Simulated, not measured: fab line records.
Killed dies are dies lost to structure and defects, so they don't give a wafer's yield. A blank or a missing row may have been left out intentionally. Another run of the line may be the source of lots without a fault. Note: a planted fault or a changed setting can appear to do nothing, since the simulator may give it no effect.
Matching of chambers    flow nandHarc    rieSi-04 running NHARC_A_ZERO_WELL_ETCH_13: 4 sister chambers
The step etches the open film in HBr/Cl2, target depth 120 nm, time 40.1 s. 4 wafers are shown with their chamber, then 8 later ones without.

## WAFERS, EACH WITH ITS CHAMBER
wafer   chamber  oesProductAu (a.u.)
L082.6  0        1.009
L089.1  1        0.999
L089.2  3        0.991
L090.1  2        1.001

## WAFERS WITH NO CHAMBER GIVEN
wafer   oesProductAu (a.u.)
L090.3  0.991
L090.6  0.999
L092.1  1.014
L092.2  1.010
L092.4  0.997
L097.1  1.007
L097.3  1.009
L097.5  0.988

## THE CHAMBER EACH PASSED THROUGH
wafer    from the rows above            in truth
L090.3   3                              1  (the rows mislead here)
L090.6   can't be placed: 1 or 2        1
L092.1   0                              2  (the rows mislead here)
L092.2   0                              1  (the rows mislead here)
L092.4   can't be placed: 1 or 2 or 3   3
L097.1   can't be placed: 0 or 2        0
L097.3   0                              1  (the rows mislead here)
L097.5   3                              3
Placed correctly: 1 of 8. Can't be placed from these rows: 3 (the true chamber is among the candidates in 3). 4 placed wrongly.
How it was worked out, from the rows above alone: a wafer's distance from a chamber is the root of the sum, over the readings, of the square of ((its reading less the chamber's mean) divided by the reading's scatter). The wafer belongs to the nearest chamber; if the next one is less than 2 further off, it can't be placed. A chamber's mean is the mean of its shown wafers. The scatter: root of mean squared gap, hidden wafer to nearest shown wafer, with one shown wafer a chamber.
